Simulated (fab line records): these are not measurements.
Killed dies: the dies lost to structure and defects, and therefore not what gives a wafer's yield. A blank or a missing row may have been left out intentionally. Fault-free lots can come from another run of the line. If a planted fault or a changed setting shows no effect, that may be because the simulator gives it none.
What tool caused it? -- flow n5_finfet -- Sampling: 9 lots, 27 wafers, 4 of 1938 route steps

## WHAT THE GAUGES READ, wafer by wafer
The record lacks any reading of a measuring or inspecting step that a usual standard deviation could be used to judge.

## WHAT TOOL EACH LOT RAN ON (gives the tool, then ch and the chambers of the sampled wafers, and finally the start)
lot,N5_BEOL_M15_ETCH_59,N5_BEOL_M15_ETCH_57,N5_BEOL_M15_DESCUM_33,N5_BEOL_M15_STRIP_37
L564,"rie_diel-03 ch 0,1,2, day 12 16:31","rie_diel-01 ch 1,2,3, day 12 17:05","rie_diel-03 ch 0,1,3, day 12 18:05","rie_diel-03 ch 0,1,3, day 12 21:06"
L566,"rie_diel-02 ch 2,3, day 13 14:51","rie_diel-02 ch 0,3, day 13 15:25","rie_diel-02 ch 0,3, day 13 16:24","rie_diel-03 ch 0,1,2, day 13 17:15"
L568,"rie_diel-03 ch 1,2,3, day 14 01:44","rie_diel-01 ch 0,1,2, day 14 02:18","rie_diel-02 ch 1,3, day 14 03:18","rie_diel-03 ch 0,2, day 14 04:11"
L569,"rie_diel-01 ch 1,2, day 14 18:40","rie_diel-01 ch 0,2, day 14 19:25","rie_diel-02 ch 0,1,2, day 14 21:56","rie_diel-01 ch 0,1,2, day 15 00:59"
L579,"rie_diel-03 ch 0,1, day 17 10:02","rie_diel-02 ch 0,1,3, day 17 10:36","rie_diel-02 ch 0,2,3, day 17 11:35","rie_diel-03 ch 0,1,2, day 17 12:39"
L582,"rie_diel-01 ch 1,2,3, day 17 18:38","rie_diel-01 ch 1,2,3, day 17 19:13","rie_diel-03 ch 0,2, day 17 20:04","rie_diel-03 ch 0,1, day 17 22:24"
L581,"rie_diel-02 ch 2,3, day 18 05:38","rie_diel-02 ch 0,2,3, day 18 06:47","rie_diel-01 ch 0,1,3, day 18 07:35","rie_diel-02 ch 0,2,3, day 18 08:05"
L585,"rie_diel-03 ch 0,2,3, day 19 01:16","rie_diel-01 ch 0,1, day 19 01:50","rie_diel-01 ch 0,1,2, day 19 02:49","rie_diel-02 ch 2,3, day 19 09:54"
L586,"rie_diel-01 ch 0,1,3, day 19 01:21","rie_diel-03 ch 0,2,3, day 19 01:55","rie_diel-03 ch 0,2,3, day 19 02:59","rie_diel-03 ch 0,1,3, day 19 10:16"
- N5_BEOL_M15_ETCH_59: etches BARC in N2/H2, target depth 89 nm, overetch 26.7 nm, time 67.9 s.
- N5_BEOL_M15_ETCH_57: etches SOC in N2/H2, time 750 s.
- N5_BEOL_M15_DESCUM_33: chemistry O2, time 7.9 s.
- N5_BEOL_M15_STRIP_37: strips in O2.

## AS READ BY THE TOOLS THEMSELVES (means over the sampled wafers that have a number; for cases with no such wafer, the mark the record gives instead)
N5_BEOL_M15_ETCH_59. Usual: drypump_motor_current_A 5.6 A, standard deviation 0.31; n2_flow_sccm 200.0 sccm, standard deviation 0.64; oes_product_au 0.65 a.u., standard deviation 0.076; rf_vpp_V 524.2 V, standard deviation 2.3; showerhead_plenum_p_Torr 2.56 Torr, standard deviation 0.078; throttle_valve_pct 18.14 %, standard deviation 0.19.
lot,tool,drypump_motor_current_A (A),n2_flow_sccm (sccm),oes_product_au (a.u.),rf_vpp_V (V),showerhead_plenum_p_Torr (Torr),throttle_valve_pct (%),flag
L564,rie_diel-03,5.6,199.9,0.66,525.3,2.58,18.10,
L566,rie_diel-02,5.4,199.2,0.65,524.3,2.57,18.14,
L568,rie_diel-03,5.6,200.2,0.66,525.4,2.57,18.16,
L569,rie_diel-01,5.7,200.1,0.61,524.6,2.59,18.32,
L579,rie_diel-03,5.6,200.0,0.64,524.6,2.58,18.18,
L582,rie_diel-01,6.0,200.1,0.68,522.1,2.51,18.17,
L581,rie_diel-02,5.2,199.8,0.74,526.6,2.61,17.93,
L585,rie_diel-03,5.4,200.1,0.67,523.0,2.50,18.10,
L586,rie_diel-01,6.0,200.3,0.73,521.9,2.47,18.03,

N5_BEOL_M15_ETCH_57. Usual: drypump_motor_current_A 5.7 A, standard deviation 0.34; n2_flow_sccm 200.0 sccm, standard deviation 0.61; oes_product_au 0.77 a.u., standard deviation 0.097; rf_vpp_V 524.0 V, standard deviation 2.5; showerhead_plenum_p_Torr 2.55 Torr, standard deviation 0.081; throttle_valve_pct 17.98 %, standard deviation 0.23.
lot,tool,drypump_motor_current_A (A),n2_flow_sccm (sccm),oes_product_au (a.u.),rf_vpp_V (V),showerhead_plenum_p_Torr (Torr),throttle_valve_pct (%),flag
L564,rie_diel-01,6.0,199.4,0.71,523.3,2.53,18.14,
L566,rie_diel-02,5.3,200.0,0.87,525.8,2.62,17.69,
L568,rie_diel-01,5.8,200.1,0.70,524.3,2.56,18.20,
L569,rie_diel-01,5.6,200.6,0.69,525.0,2.59,18.19,
L579,rie_diel-02,5.5,199.7,0.78,524.3,2.59,17.85,
L582,rie_diel-01,6.0,200.6,0.80,522.7,2.51,18.07,
L581,rie_diel-02,5.5,199.7,0.86,524.5,2.54,17.71,
L585,rie_diel-01,6.0,199.9,0.95,523.0,2.50,17.85,
L586,rie_diel-03,5.4,199.9,0.78,522.7,2.50,18.00,

N5_BEOL_M15_DESCUM_33. Usual: drypump_motor_current_A 5.6 A, standard deviation 0.34; oes_product_au 0.79 a.u., standard deviation 0.098; rf_vpp_V 243.2 V, standard deviation 1.4; showerhead_plenum_p_Torr 2.11 Torr, standard deviation 0.078; throttle_valve_pct 20.59 %, standard deviation 0.24.
lot,tool,drypump_motor_current_A (A),oes_product_au (a.u.),rf_vpp_V (V),showerhead_plenum_p_Torr (Torr),throttle_valve_pct (%),flag
L564,rie_diel-03,5.6,0.78,244.1,2.13,20.70,
L566,rie_diel-02,5.3,0.87,244.5,2.17,20.48,
L568,rie_diel-02,5.2,0.83,244.4,2.21,20.69,
L569,rie_diel-02,5.7,0.73,242.7,2.08,20.52,
L579,rie_diel-02,5.5,0.87,243.4,2.10,20.37,
L582,rie_diel-03,5.3,0.71,242.4,2.07,20.79,
L581,rie_diel-01,6.1,0.89,242.0,2.03,20.50,
L585,rie_diel-01,5.7,0.97,243.0,2.08,20.52,
L586,rie_diel-03,5.4,0.78,243.4,2.08,20.74,

N5_BEOL_M15_STRIP_37. Usual: chamber_pressure_mTorr 30.00 mTorr, standard deviation 0.035; drypump_motor_current_A 5.6 A, standard deviation 0.32; oes_product_au 0.77 a.u., standard deviation 0.086; rf_vpp_V 3.6 V, standard deviation 0.68; showerhead_plenum_p_Torr 2.11 Torr, standard deviation 0.07; throttle_valve_pct 16.89 %, standard deviation 0.23.
lot,tool,chamber_pressure_mTorr (mTorr),drypump_motor_current_A (A),oes_product_au (a.u.),rf_vpp_V (V),showerhead_plenum_p_Torr (Torr),throttle_valve_pct (%),flag
L564,rie_diel-03,29.96,5.6,0.77,3.0,2.14,16.94,
L566,rie_diel-03,29.98,5.6,0.78,3.5,2.13,16.89,
L568,rie_diel-03,26.97,5.3,0.72,3.4,2.09,17.01,OFF
L569,rie_diel-01,30.01,5.7,0.69,4.0,2.10,17.07,
L579,rie_diel-03,29.98,5.6,0.76,3.7,2.13,16.93,
L582,rie_diel-03,29.98,5.6,0.75,3.7,2.13,16.87,
L581,rie_diel-02,29.98,5.5,0.86,4.1,2.10,16.63,
L585,rie_diel-02,30.01,5.4,0.89,3.7,2.09,16.65,
L586,rie_diel-03,30.00,5.6,0.84,3.9,2.12,16.84,

## THE ANSWER, worked out from the rows above alone
Rule: take the mean of a lot's wafers that have a number; if it is more than 3 standard deviations from the usual mean, the lot is off. A lot without any number at a reading at which 4 lots or more have one is off too. Any other lot the step has rows for is counted as sound. First the gauges in route order, then the tools' own readings, where a lot's mean is used as printed above. At the first step where some lot is off, the reading lying furthest off is the one used; lots without a number count as furthest.
Off, at N5_BEOL_M15_STRIP_37 on chamber_pressure_mTorr: L568.
If a tool, at that step or one of the process steps before it, ran each lot that is off and ran no sound lot following the first of them, it fits. None of those tried fits.

## WHAT HAD BEEN PUT IN BY THE SIMULATOR
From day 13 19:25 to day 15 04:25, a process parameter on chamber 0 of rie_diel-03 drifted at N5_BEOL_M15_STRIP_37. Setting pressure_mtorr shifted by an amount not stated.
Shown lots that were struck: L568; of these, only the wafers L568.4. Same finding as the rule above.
